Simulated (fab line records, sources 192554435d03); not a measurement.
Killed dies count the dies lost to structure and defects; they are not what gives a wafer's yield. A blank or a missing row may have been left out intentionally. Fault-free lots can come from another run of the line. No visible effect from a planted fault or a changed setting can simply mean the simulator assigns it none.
3 desks looking at one fault | flow n5_finfet | only its own numbers are on each desk; what lay behind them is given at the end

FROM THE METROLOGY DESK
Lot by lot, what the gauges showed, no matter which tool ran the lot: averages of those sampled wafers that carry a number. Any lot whose mean is over 4 standard deviations away from the usual mean is out of limits and marked OUT; that distance is given in the brackets. Only the readings that lie furthest out on some lot appear, 7 of the 10 it has.
Columns: A = DIBL_P at N5_BEOL_M4_RC_MEAS_101, usual 36.2 mV/V; B = IOFF_P at N5_BEOL_M4_RC_MEAS_101, usual 0.21 nA/um; C = ION_N at N5_BEOL_M4_RC_MEAS_101, usual 671 uA/um; D = ION_P at N5_BEOL_M4_RC_MEAS_101, usual 461 uA/um; E = SS_N at N5_BEOL_M4_RC_MEAS_101, usual 71.5 mV/dec; F = VT_N at N5_BEOL_M4_RC_MEAS_101, usual 251 mV; G = VT_P at N5_BEOL_M4_RC_MEAS_101, usual -250 mV
lot  | first seen here | A    | B    | C   | D   | E    | F   | G
L581 | day 8 21:15     | 35.7 | 0.18 | 655 | 449 | 71.9 | 254 | -253
L584 | day 9 23:35     | 39.1 | 0.24 | 681 | 460 | 72.5 | 249 | -250
L588 | day 10 06:41    | 34.8 | 0.17 | 658 | 453 | 71.4 | 255 | -257
L590 | day 11 04:19    | 35.4 | 0.20 | 665 | 462 | 71.6 | 251 | -251
L591 | day 11 11:53    | 34.2 | 0.18 | 667 | 453 | 71.3 | 253 | -254
L596 | day 12 07:01    | 36.4 | 0.21 | 684 | 457 | 71.7 | 247 | -252
L598 | day 12 21:49    | 36.9 | 0.24 | 669 | 466 | 71.4 | 250 | -246
L600 | day 13 18:57    | 36.9 | 0.23 | 675 | 467 | 72.1 | 250 | -249
L601 | day 13 21:25    | 36.4 | 0.26 | 683 | 469 | 71.6 | 248 | -247
Result from this desk: across the 9 lots, nothing is out of limits.

THE DEFECT DESK
What the inspections along the route counted, lot by lot: means of the sampled wafers that have a number. Any lot whose mean is over 4 standard deviations away from the usual mean is out of limits and marked OUT; that distance is given in the brackets.
Columns: A = raw_defect_count at N5_BEOL_M2_INSPECT_13, usual 385
lot  | first seen here | A
L581 | day 7 02:52     | 321
L584 | day 7 17:34     | 375
L588 | day 8 13:24     | 374
L590 | day 9 17:29     | 258
L591 | day 9 19:39     | 338
L596 | day 10 13:35    | 386
L598 | day 11 09:50    | 356
L600 | day 12 03:47    | 1427 (+14) OUT
L601 | day 12 04:04    | 1270 (+11) OUT
This desk's verdict: out of limits on L600, L601, starting with L600 at day 12 03:47 (raw_defect_count at N5_BEOL_M2_INSPECT_13). In limits: L581, L584, L588, L590, L591, L596, L598.

FOR THE TOOL OWNER'S DESK: pecvd-01
The tool's own readings at N5_BEOL_M2_PECVD_72 (deposits SiO2 from TEOS/O2, target thk 16 nm, time 18 s): means of the sampled wafers that have a number, for each lot that ran on this tool. Any lot whose mean is over 4 standard deviations away from the usual mean is out of limits and marked OUT; that distance is given in the brackets.
Columns: A = heater_power_w at N5_BEOL_M2_PECVD_72, usual 708 W; B = showerhead_plenum_p_Torr at N5_BEOL_M2_PECVD_72, usual 8.78 Torr; C = throttle_valve_pct at N5_BEOL_M2_PECVD_72, usual 22.1 %
lot  | first seen here | A   | B    | C
L588 | day 8 11:50     | 666 | 8.80 | 22.3
L591 | day 9 18:07     | 700 | 8.79 | 22.6
L600 | day 12 02:30    | 813 | 8.77 | 22.2
L601 | day 12 02:52    | 740 | 8.75 | 22.9
Result from this desk: across the 4 lots, nothing is out of limits.

PUT TOGETHER
The defect desk could have raised an alarm at day 12 03:47, on L600, L601.
Metrology desk: nothing out of limits seen.
The desk of the tool owner found nothing out of limits.
The metrology desk holds a record of L600, L601, inside its limits.
The tool owner's desk has L600, L601 on record, within its limits.
Of the lots named, all ran N5_BEOL_M2_PECVD_72 on pecvd-01.

WHAT HAD BEEN PUT IN BY THE SIMULATOR
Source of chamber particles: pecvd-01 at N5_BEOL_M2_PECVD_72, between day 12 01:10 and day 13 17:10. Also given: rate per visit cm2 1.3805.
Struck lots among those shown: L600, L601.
Hours from the fault's start to each desk's first reading out of limits: the defect desk, 3.
